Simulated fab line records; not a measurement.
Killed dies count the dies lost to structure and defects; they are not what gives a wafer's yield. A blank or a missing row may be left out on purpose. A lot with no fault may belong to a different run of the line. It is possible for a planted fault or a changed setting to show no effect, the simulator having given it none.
Which tool is to blame? || flow nand harc || 12 lots, 36 wafers sampled, at 5 steps of a route of 1302

== WHAT THE GAUGES READ, wafer by wafer ==
NHARC_A_ONON_D1_THK_MEAS_24: measures by ellipsometry. Usual: thk nm 1000 nm, standard deviation 9.8.
{"lot": "L399", "measured": "day 8 15:53", "on": "film metro-01", "thk nm (nm)": "1008 1006 1006", "flag": ""}
{"lot": "L400", "measured": "day 8 15:54", "on": "film metro-02", "thk nm (nm)": "1004 1003 1002", "flag": ""}
{"lot": "L401", "measured": "day 9 08:44", "on": "film metro-02", "thk nm (nm)": "1020 1021 1019", "flag": ""}
{"lot": "L403", "measured": "day 10 13:09", "on": "film metro-01", "thk nm (nm)": "985 987 985", "flag": ""}
{"lot": "L405", "measured": "day 11 11:09", "on": "film metro-01", "thk nm (nm)": "1007 1007 1008", "flag": ""}
{"lot": "L406", "measured": "day 11 11:10", "on": "film metro-01", "thk nm (nm)": "994 995 995", "flag": ""}
{"lot": "L408", "measured": "day 12 16:52", "on": "film metro-02", "thk nm (nm)": "1012 1011 1013", "flag": ""}
{"lot": "L410", "measured": "day 13 01:05", "on": "film metro-01", "thk nm (nm)": "996 995 996", "flag": ""}
{"lot": "L416", "measured": "day 15 20:28", "on": "film metro-02", "thk nm (nm)": "1000 1000 1001", "flag": ""}
{"lot": "L418", "measured": "day 16 14:20", "on": "film metro-01", "thk nm (nm)": "1014 1015 1014", "flag": ""}
{"lot": "L419", "measured": "day 17 02:56", "on": "film metro-01", "thk nm (nm)": "992 990 990", "flag": ""}
{"lot": "L420", "measured": "day 17 10:17", "on": "film metro-02", "thk nm (nm)": "978 978 975", "flag": ""}

NHARC_A_ONON_D1_THK_MEAS_34: measures by ellipsometry. Usual: thk nm 199.8 nm, standard deviation 2.8.
{"lot": "L399", "measured": "day 8 17:29", "on": "film metro-01", "thk nm (nm)": "196.3 197.9 197.2", "flag": ""}
{"lot": "L400", "measured": "day 8 17:42", "on": "film metro-01", "thk nm (nm)": "195.9 199.9 196.9", "flag": ""}
{"lot": "L401", "measured": "day 9 10:20", "on": "film metro-02", "thk nm (nm)": "196.8 197.8 198.4", "flag": ""}
{"lot": "L403", "measured": "day 10 14:46", "on": "film metro-02", "thk nm (nm)": "198.9 202.4 202.7", "flag": ""}
{"lot": "L405", "measured": "day 11 12:46", "on": "film metro-01", "thk nm (nm)": "198.6 203.2 200.8", "flag": ""}
{"lot": "L406", "measured": "day 11 12:52", "on": "film metro-02", "thk nm (nm)": "199.7 199.7 200.9", "flag": ""}
{"lot": "L408", "measured": "day 12 18:27", "on": "film metro-01", "thk nm (nm)": "214.5 213.9 217.3", "flag": "OFF"}
{"lot": "L410", "measured": "day 13 02:43", "on": "film metro-01", "thk nm (nm)": "217.0 217.2 220.2", "flag": "OFF"}
{"lot": "L416", "measured": "day 15 22:04", "on": "film metro-01", "thk nm (nm)": "204.8 207.0 202.1", "flag": ""}
{"lot": "L418", "measured": "day 16 15:56", "on": "film metro-01", "thk nm (nm)": "198.9 205.7 201.5", "flag": ""}
{"lot": "L419", "measured": "day 17 04:33", "on": "film metro-01", "thk nm (nm)": "196.6 198.2 201.7", "flag": ""}
{"lot": "L420", "measured": "day 17 11:53", "on": "film metro-02", "thk nm (nm)": "195.7 194.9 199.7", "flag": ""}

NHARC_A_CHANNEL_HOLE_D1_OVL_MEAS_11. Usual: overlay x nm 0.0 nm, standard deviation 0.92; overlay y nm 0.0 nm, standard deviation 0.88.
{"lot": "L399", "measured": "day 8 21:20", "on": "overlay-01", "overlay x nm (nm)": "0.2 0.0 0.2", "overlay y nm (nm)": "0.4 0.5 0.5", "flag": ""}
{"lot": "L400", "measured": "day 8 21:37", "on": "overlay-02", "overlay x nm (nm)": "-0.3 -0.5 -0.3", "overlay y nm (nm)": "0.4 0.5 0.4", "flag": ""}
{"lot": "L401", "measured": "day 9 13:10", "on": "overlay-01", "overlay x nm (nm)": "-0.2 0.1 -0.2", "overlay y nm (nm)": "0.2 0.0 -0.1", "flag": ""}
{"lot": "L403", "measured": "day 10 17:32", "on": "overlay-02", "overlay x nm (nm)": "-1.3 -1.3 -1.3", "overlay y nm (nm)": "0.0 0.4 0.1", "flag": ""}
{"lot": "L405", "measured": "day 11 21:37", "on": "overlay-01", "overlay x nm (nm)": "0.5 0.2 0.1", "overlay y nm (nm)": "-0.4 -0.3 -0.3", "flag": ""}
{"lot": "L406", "measured": "day 11 22:55", "on": "overlay-01", "overlay x nm (nm)": "0.1 0.5 -0.1", "overlay y nm (nm)": "1.4 1.3 1.6", "flag": ""}
{"lot": "L408", "measured": "day 12 22:34", "on": "overlay-01", "overlay x nm (nm)": "0.0 0.0 -0.3", "overlay y nm (nm)": "-1.1 -1.4 -1.2", "flag": ""}
{"lot": "L410", "measured": "day 13 05:59", "on": "overlay-02", "overlay x nm (nm)": "0.1 0.9 0.1", "overlay y nm (nm)": "-0.7 -0.5 -0.2", "flag": ""}
{"lot": "L416", "measured": "day 16 00:56", "on": "overlay-02", "overlay x nm (nm)": "0.5 0.9 0.5", "overlay y nm (nm)": "-1.5 -1.4 -1.5", "flag": ""}
{"lot": "L418", "measured": "day 16 19:52", "on": "overlay-01", "overlay x nm (nm)": "-1.5 -1.4 -1.3", "overlay y nm (nm)": "0.3 0.6 0.1", "flag": ""}
{"lot": "L419", "measured": "day 17 07:24", "on": "overlay-01", "overlay x nm (nm)": "1.1 0.6 0.8", "overlay y nm (nm)": "0.4 0.4 0.4", "flag": ""}
{"lot": "L420", "measured": "day 17 15:28", "on": "overlay-02", "overlay x nm (nm)": "-1.8 -1.8 -1.7", "overlay y nm (nm)": "-0.1 0.1 -0.2", "flag": ""}

== WHAT TOOL EACH LOT RAN ON (gives the tool, then ch and the chambers of the sampled wafers, and finally the start) ==
{"lot": "L399", "NHARC_A_ZERO_WELL_ETCH_19": "rie diel-12 ch 0,1,3, day 7 05:58", "NHARC_A_ONON_D1_DEP_33": "pecvd-02 ch 0,1,2, day 8 17:04"}
{"lot": "L400", "NHARC_A_ZERO_WELL_ETCH_19": "rie diel-12 ch 2,3, day 7 09:46", "NHARC_A_ONON_D1_DEP_33": "pecvd-01 ch 0,2, day 8 17:17"}
{"lot": "L401", "NHARC_A_ZERO_WELL_ETCH_19": "rie diel-04 ch 1,3, day 8 00:23", "NHARC_A_ONON_D1_DEP_33": "pecvd-02 ch 0,1, day 9 09:55"}
{"lot": "L403", "NHARC_A_ZERO_WELL_ETCH_19": "rie diel-01 ch 0,2, day 9 03:56", "NHARC_A_ONON_D1_DEP_33": "pecvd-01 ch 0,1,2, day 10 14:23"}
{"lot": "L405", "NHARC_A_ZERO_WELL_ETCH_19": "rie diel-01 ch 0,2,3, day 10 00:31", "NHARC_A_ONON_D1_DEP_33": "pecvd-01 ch 0,2, day 11 12:26"}
{"lot": "L406", "NHARC_A_ZERO_WELL_ETCH_19": "rie diel-12 ch 0,1, day 10 01:39", "NHARC_A_ONON_D1_DEP_33": "pecvd-02 ch 0,1,2, day 11 12:27"}
{"lot": "L408", "NHARC_A_ZERO_WELL_ETCH_19": "rie diel-12 ch 1,2, day 11 03:16", "NHARC_A_ONON_D1_DEP_33": "pecvd-02 ch 0,2, day 12 18:05"}
{"lot": "L410", "NHARC_A_ZERO_WELL_ETCH_19": "rie diel-12 ch 0,1,2, day 11 15:43", "NHARC_A_ONON_D1_DEP_33": "pecvd-02 ch 0,2, day 13 02:21"}
{"lot": "L416", "NHARC_A_ZERO_WELL_ETCH_19": "rie diel-04 ch 1,2, day 14 11:11", "NHARC_A_ONON_D1_DEP_33": "pecvd-02 ch 0,1,2, day 15 21:43"}
{"lot": "L418", "NHARC_A_ZERO_WELL_ETCH_19": "rie diel-12 ch 1,2,3, day 15 02:17", "NHARC_A_ONON_D1_DEP_33": "pecvd-02 ch 1,2, day 16 15:34"}
{"lot": "L419", "NHARC_A_ZERO_WELL_ETCH_19": "rie diel-12 ch 1,3, day 15 11:50", "NHARC_A_ONON_D1_DEP_33": "pecvd-01 ch 0,1,2, day 17 04:08"}
{"lot": "L420", "NHARC_A_ZERO_WELL_ETCH_19": "rie diel-01 ch 0,3, day 15 21:22", "NHARC_A_ONON_D1_DEP_33": "pecvd-03 ch 0,1, day 17 11:28"}
- NHARC_A_ZERO_WELL_ETCH_19: etches the open film in N2/H2, target depth 80 nm, overetch 24 nm, time 87.88 s.
- NHARC_A_ONON_D1_DEP_33: deposits SiO2, target thk 200 nm.

== WHAT THE TOOLS THEMSELVES READ (means of the sampled wafers that have a number; where no wafer has one, the mark that the record gives instead) ==
NHARC_A_ZERO_WELL_ETCH_19. Usual: drypump motor current A 5.7 A, standard deviation 0.32; h2 flow sccm 150.0 sccm, standard deviation 0.42; oes product au 0.997 a.u., standard deviation 0.0094; rf vpp V 429.3 V, standard deviation 2.1; showerhead plenum p Torr 2.00 Torr, standard deviation 0.07; throttle valve pct 14.172 %, standard deviation 0.0085.
{"lot": "L399", "tool": "rie diel-12", "drypump motor current A (A)": 5.6, "h2 flow sccm (sccm)": 150.0, "oes product au (a.u.)": 1.002, "rf vpp V (V)": 429.8, "showerhead plenum p Torr (Torr)": 2.02, "throttle valve pct (%)": 14.176, "flag": ""}
{"lot": "L400", "tool": "rie diel-12", "drypump motor current A (A)": 5.7, "h2 flow sccm (sccm)": 150.5, "oes product au (a.u.)": 1.005, "rf vpp V (V)": 428.9, "showerhead plenum p Torr (Torr)": 1.97, "throttle valve pct (%)": 14.172, "flag": ""}
{"lot": "L401", "tool": "rie diel-04", "drypump motor current A (A)": 5.8, "h2 flow sccm (sccm)": 149.7, "oes product au (a.u.)": 0.979, "rf vpp V (V)": 427.5, "showerhead plenum p Torr (Torr)": 1.97, "throttle valve pct (%)": 14.157, "flag": ""}
{"lot": "L403", "tool": "rie diel-01", "drypump motor current A (A)": 5.6, "h2 flow sccm (sccm)": 149.7, "oes product au (a.u.)": 0.996, "rf vpp V (V)": 430.6, "showerhead plenum p Torr (Torr)": 2.06, "throttle valve pct (%)": 14.180, "flag": ""}
{"lot": "L405", "tool": "rie diel-01", "drypump motor current A (A)": 5.4, "h2 flow sccm (sccm)": 150.1, "oes product au (a.u.)": 1.000, "rf vpp V (V)": 431.0, "showerhead plenum p Torr (Torr)": 2.02, "throttle valve pct (%)": 14.176, "flag": ""}
{"lot": "L406", "tool": "rie diel-12", "drypump motor current A (A)": 5.6, "h2 flow sccm (sccm)": 149.7, "oes product au (a.u.)": 0.988, "rf vpp V (V)": 430.3, "showerhead plenum p Torr (Torr)": 1.99, "throttle valve pct (%)": 14.165, "flag": ""}
{"lot": "L408", "tool": "rie diel-12", "drypump motor current A (A)": 5.7, "h2 flow sccm (sccm)": 150.1, "oes product au (a.u.)": 0.998, "rf vpp V (V)": 428.0, "showerhead plenum p Torr (Torr)": 1.94, "throttle valve pct (%)": 14.177, "flag": ""}
{"lot": "L410", "tool": "rie diel-12", "drypump motor current A (A)": 5.6, "h2 flow sccm (sccm)": 150.4, "oes product au (a.u.)": 0.998, "rf vpp V (V)": 427.7, "showerhead plenum p Torr (Torr)": 1.96, "throttle valve pct (%)": 14.171, "flag": ""}
{"lot": "L416", "tool": "rie diel-04", "drypump motor current A (A)": 5.8, "h2 flow sccm (sccm)": 150.0, "oes product au (a.u.)": 0.992, "rf vpp V (V)": 426.7, "showerhead plenum p Torr (Torr)": 1.93, "throttle valve pct (%)": 14.176, "flag": ""}
{"lot": "L418", "tool": "rie diel-12", "drypump motor current A (A)": 5.7, "h2 flow sccm (sccm)": 150.2, "oes product au (a.u.)": 0.996, "rf vpp V (V)": 429.2, "showerhead plenum p Torr (Torr)": 2.00, "throttle valve pct (%)": 14.176, "flag": ""}
{"lot": "L419", "tool": "rie diel-12", "drypump motor current A (A)": 5.7, "h2 flow sccm (sccm)": 150.0, "oes product au (a.u.)": 1.000, "rf vpp V (V)": 431.2, "showerhead plenum p Torr (Torr)": 2.06, "throttle valve pct (%)": 14.180, "flag": ""}
{"lot": "L420", "tool": "rie diel-01", "drypump motor current A (A)": 5.1, "h2 flow sccm (sccm)": 150.1, "oes product au (a.u.)": 0.993, "rf vpp V (V)": 427.6, "showerhead plenum p Torr (Torr)": 1.97, "throttle valve pct (%)": 14.174, "flag": ""}

NHARC_A_ONON_D1_DEP_33. Usual: heater power w 557 W, standard deviation 93; mfc precursor sccm 161.4 sccm, standard deviation 0.54; showerhead vpp V 1835 V, standard deviation 93; throttle valve pct 15.8 %, standard deviation 0.55.
{"lot": "L399", "tool": "pecvd-02", "heater power w (W)": 573, "mfc precursor sccm (sccm)": 162.1, "showerhead vpp V (V)": 1808, "throttle valve pct (%)": 16.2, "flag": ""}
{"lot": "L400", "tool": "pecvd-01", "heater power w (W)": 507, "mfc precursor sccm (sccm)": 161.7, "showerhead vpp V (V)": 1838, "throttle valve pct (%)": 15.8, "flag": ""}
{"lot": "L401", "tool": "pecvd-02", "heater power w (W)": 586, "mfc precursor sccm (sccm)": 161.4, "showerhead vpp V (V)": 1891, "throttle valve pct (%)": 16.5, "flag": ""}
{"lot": "L403", "tool": "pecvd-01", "heater power w (W)": 607, "mfc precursor sccm (sccm)": 161.2, "showerhead vpp V (V)": 1809, "throttle valve pct (%)": 15.6, "flag": ""}
{"lot": "L405", "tool": "pecvd-01", "heater power w (W)": 583, "mfc precursor sccm (sccm)": 161.6, "showerhead vpp V (V)": 1795, "throttle valve pct (%)": 16.2, "flag": ""}
{"lot": "L406", "tool": "pecvd-02", "heater power w (W)": 541, "mfc precursor sccm (sccm)": 161.7, "showerhead vpp V (V)": 1834, "throttle valve pct (%)": 15.7, "flag": ""}
{"lot": "L408", "tool": "pecvd-02", "heater power w (W)": 495, "mfc precursor sccm (sccm)": 172.9, "showerhead vpp V (V)": 1859, "throttle valve pct (%)": 16.2, "flag": "OFF"}
{"lot": "L410", "tool": "pecvd-02", "heater power w (W)": 481, "mfc precursor sccm (sccm)": 172.8, "showerhead vpp V (V)": 1874, "throttle valve pct (%)": 16.3, "flag": "OFF"}
{"lot": "L416", "tool": "pecvd-02", "heater power w (W)": 575, "mfc precursor sccm (sccm)": 161.3, "showerhead vpp V (V)": 1834, "throttle valve pct (%)": 16.0, "flag": ""}
{"lot": "L418", "tool": "pecvd-02", "heater power w (W)": 600, "mfc precursor sccm (sccm)": 161.4, "showerhead vpp V (V)": 1755, "throttle valve pct (%)": 15.9, "flag": ""}
{"lot": "L419", "tool": "pecvd-01", "heater power w (W)": 497, "mfc precursor sccm (sccm)": 161.8, "showerhead vpp V (V)": 1843, "throttle valve pct (%)": 15.6, "flag": ""}
{"lot": "L420", "tool": "pecvd-03", "heater power w (W)": 475, "mfc precursor sccm (sccm)": 161.1, "showerhead vpp V (V)": 1841, "throttle valve pct (%)": 16.2, "flag": ""}

== THE ANSWER, worked out from the rows above alone ==
Rule: take the mean of a lot's wafers that have a number; if it is more than 3 standard deviations from the usual mean, the lot is off. A lot without any number at a reading at which 4 lots or more have one is off too. Any other lot the step has rows for is counted as sound. After the gauges, taken in route order, come the tools' own readings; for these a lot's mean is taken, as printed above. At the first step where some lot is off, the reading lying furthest off is the one used; lots without a number count as furthest.
Off: L408, L410, at NHARC_A_ONON_D1_THK_MEAS_34 (thk nm).
If a tool, at a process step before that reading, ran all the lots that are off and no sound lot after the first of them, it fits. Not tried: the gauges at NHARC_A_ONON_D1_THK_MEAS_34; whatever is off there is also off at NHARC_A_ONON_D1_DEP_33, on other tools, and gauge error can't account for it. None of those tried fits.

== WHAT HAD BEEN PUT IN BY THE SIMULATOR ==
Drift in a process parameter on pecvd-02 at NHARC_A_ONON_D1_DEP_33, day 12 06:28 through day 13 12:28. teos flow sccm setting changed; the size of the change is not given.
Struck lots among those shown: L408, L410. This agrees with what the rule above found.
